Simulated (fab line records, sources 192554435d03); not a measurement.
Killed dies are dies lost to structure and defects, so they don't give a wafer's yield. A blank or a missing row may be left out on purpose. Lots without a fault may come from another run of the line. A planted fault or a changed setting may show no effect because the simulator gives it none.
Which tool did it? | flow n5_finfet | 10 lots, 30 wafers sampled, at 5 steps of a route of 1938

WHAT THE GAUGES READ, wafer by wafer
N5_PASSIVATION_INSPECT_64: inspects for defects (macro).
lot  | measured     | on                | raw_defect_count
L968 | day 13 16:20 | defect_inspect-01 | 3 2 0
L975 | day 15 12:44 | defect_inspect-02 | 2 >300 >300
L977 | day 17 04:29 | defect_inspect-02 | 4 >300 3
L976 | day 17 19:23 | defect_inspect-01 | 2 5 1
L981 | day 17 19:53 | defect_inspect-02 | 0 1 1
L980 | day 18 05:41 | defect_inspect-02 | 1 1 3
L984 | day 19 11:16 | defect_inspect-02 | 1 2 2
L987 | day 19 12:34 | defect_inspect-01 | 1 1 2
L990 | day 19 17:11 | defect_inspect-01 | 1 2 2
L988 | day 19 17:41 | defect_inspect-02 | 1 1 0

WHICH TOOL RAN EACH LOT (tool, then ch and the chambers of the sampled wafers, then the start)
lot  | N5_PASSIVATION_PECVD_55         | N5_PASSIVATION_ETCH_15                        | N5_PASSIVATION_DEGAS_18      | N5_PASSIVATION_AL_DEP_21
L968 | pecvd-03 ch 0,1, day 13 11:22   | rie_diel-06 ch 2,3, day 13 15:31 or earlier   | pvd_sputter-01, day 13 15:31 | pvd_sputter-01, day 13 15:41
L975 | pecvd-03 ch 1,2, day 15 08:25   | rie_diel-03 ch 0,1,3, day 15 11:54 or earlier | pvd_sputter-01, day 15 11:54 | pvd_sputter-01, day 15 12:05
L977 | pecvd-02 ch 0,2, day 17 02:03   | rie_diel-03 ch 0,2, day 17 03:39 or earlier   | pvd_sputter-01, day 17 03:39 | pvd_sputter-01, day 17 03:50
L976 | pecvd-02 ch 0,2, day 17 14:59   | rie_diel-03 ch 1,2,3, day 17 18:33 or earlier | pvd_sputter-03, day 17 18:33 | pvd_sputter-03, day 17 18:44
L981 | pecvd-02 ch 0,2, day 17 15:20   | rie_diel-03 ch 0,1,2, day 17 19:03 or earlier | pvd_sputter-02, day 17 19:03 | pvd_sputter-02, day 17 19:14
L980 | pecvd-04 ch 0,1, day 18 02:16   | rie_diel-02 ch 0,2, day 18 04:59 or earlier   | pvd_sputter-03, day 18 04:59 | pvd_sputter-03, day 18 05:10
L984 | pecvd-04 ch 0,2, day 19 08:44   | rie_diel-02 ch 0,3, day 19 10:26 or earlier   | pvd_sputter-01, day 19 10:26 | pvd_sputter-01, day 19 10:37
L987 | pecvd-04 ch 0,1,2, day 19 09:11 | rie_diel-03 ch 0,1,2, day 19 11:44 or earlier | pvd_sputter-01, day 19 11:44 | pvd_sputter-01, day 19 11:55
L990 | pecvd-04 ch 1,2, day 19 09:16   | rie_diel-06 ch 0,1,3, day 19 16:21 or earlier | pvd_sputter-03, day 19 16:21 | pvd_sputter-03, day 19 16:32
L988 | pecvd-04 ch 0,1,2, day 19 13:36 | rie_diel-03 ch 0,1,3, day 19 16:51 or earlier | pvd_sputter-03, day 19 16:51 | pvd_sputter-03, day 19 17:02
- N5_PASSIVATION_PECVD_55: deposits SiO2 from SiH4/N2O, target thk 400 nm, time 22.5 s.
- N5_PASSIVATION_ETCH_15: etches SiCN in CF4/N2, target depth 75 nm, time 81.2 s.
- N5_PASSIVATION_DEGAS_18: time 60 s.
- N5_PASSIVATION_AL_DEP_21: deposits Al, target thk 2800 nm, time 170 s.

WHAT THE TOOLS THEMSELVES READ (means of the sampled wafers that have a number; where no wafer has one, the mark that the record gives instead)
N5_PASSIVATION_PECVD_55.
lot  | tool     | heater_power_w (W) | showerhead_plenum_p_Torr (Torr) | throttle_valve_pct (%)
L968 | pecvd-03 | 586                | 7.99                            | 51.3
L975 | pecvd-03 | 651                | 8.05                            | 51.3
L977 | pecvd-02 | 694                | 8.18                            | 51.4
L976 | pecvd-02 | 684                | 8.17                            | 51.4
L981 | pecvd-02 | 702                | 8.09                            | 53.0
L980 | pecvd-04 | 630                | 8.21                            | 54.8
L984 | pecvd-04 | 628                | 8.14                            | 52.7
L987 | pecvd-04 | 632                | 8.16                            | 52.3
L990 | pecvd-04 | 623                | 8.15                            | 49.8
L988 | pecvd-04 | 583                | 8.17                            | 52.3

N5_PASSIVATION_ETCH_15.
lot  | tool        | cf4_flow_sccm (sccm) | chamber_pressure_mTorr (mTorr) | drypump_motor_current_A (A) | oes_product_au (a.u.) | rf_vpp_V (V) | showerhead_plenum_p_Torr (Torr) | throttle_valve_pct (%)
L968 | rie_diel-06 | 59.87                | 40.01                          | 6.1                         | 0.72                  | 380.2        | 2.13                            | 15.49
L975 | rie_diel-03 | 60.12                | 39.97                          | 5.4                         | 0.85                  | 383.6        | 2.24                            | 15.25
L977 | rie_diel-03 | 59.81                | 39.99                          | 4.9                         | 0.79                  | 381.1        | 2.20                            | 15.34
L976 | rie_diel-03 | 60.01                | 39.96                          | 5.6                         | 0.88                  | 384.8        | 2.30                            | 15.28
L981 | rie_diel-03 | 60.12                | 39.99                          | 5.4                         | 0.85                  | 382.2        | 2.24                            | 15.29
L980 | rie_diel-02 | 59.94                | 39.99                          | 5.9                         | 0.73                  | 382.3        | 2.23                            | 15.57
L984 | rie_diel-02 | 60.37                | 39.98                          | 5.7                         | 0.78                  | 380.3        | 2.12                            | 15.57
L987 | rie_diel-03 | 59.96                | 40.02                          | 5.3                         | 0.84                  | 383.1        | 2.23                            | 15.32
L990 | rie_diel-06 | 59.92                | 39.99                          | 5.4                         | 0.90                  | 381.1        | 2.19                            | 15.38
L988 | rie_diel-03 | 59.98                | 40.00                          | 5.4                         | 0.82                  | 382.4        | 2.23                            | 15.32

N5_PASSIVATION_DEGAS_18.
lot  | tool           | heater_power_w (W)
L968 | pvd_sputter-01 | 507
L975 | pvd_sputter-01 | 464
L977 | pvd_sputter-01 | 496
L976 | pvd_sputter-03 | 482
L981 | pvd_sputter-02 | 539
L980 | pvd_sputter-03 | 442
L984 | pvd_sputter-01 | 446
L987 | pvd_sputter-01 | 487
L990 | pvd_sputter-03 | 482
L988 | pvd_sputter-03 | 443

N5_PASSIVATION_AL_DEP_21.
lot  | tool           | throttle_valve_pct (%)
L968 | pvd_sputter-01 | 30.3
L975 | pvd_sputter-01 | 29.9
L977 | pvd_sputter-01 | 29.5
L976 | pvd_sputter-03 | 30.9
L981 | pvd_sputter-02 | 29.7
L980 | pvd_sputter-03 | 30.1
L984 | pvd_sputter-01 | 29.3
L987 | pvd_sputter-01 | 29.8
L990 | pvd_sputter-03 | 30.9
L988 | pvd_sputter-03 | 29.1

THE ANSWER, worked out from the rows above alone
Rule: what is usual is taken from the lots themselves. Put in order of their means at a reading, lots are off if they are a third of the lots or fewer, leave a main group of 4 or more, and stand apart from it by a gap of 3 or more times the standard deviation of the main group's means; of several such gaps the widest counts. A main group whose means are all the same, to the digits that the tables above print for the reading, isn't used. A lot without any number at a reading at which 4 lots or more have one is off too. The other lots that the step has rows for count as sound. The gauges are gone through in route order, then the tools' own readings, and for those a lot's mean is taken as printed above. The first step at which some lot is off is used, and at that step the reading that is off furthest; a lot without a number counts as furthest.
No lot is off at any reading shown: from this, nothing can be told.

WHAT THE SIMULATOR HAD PUT IN
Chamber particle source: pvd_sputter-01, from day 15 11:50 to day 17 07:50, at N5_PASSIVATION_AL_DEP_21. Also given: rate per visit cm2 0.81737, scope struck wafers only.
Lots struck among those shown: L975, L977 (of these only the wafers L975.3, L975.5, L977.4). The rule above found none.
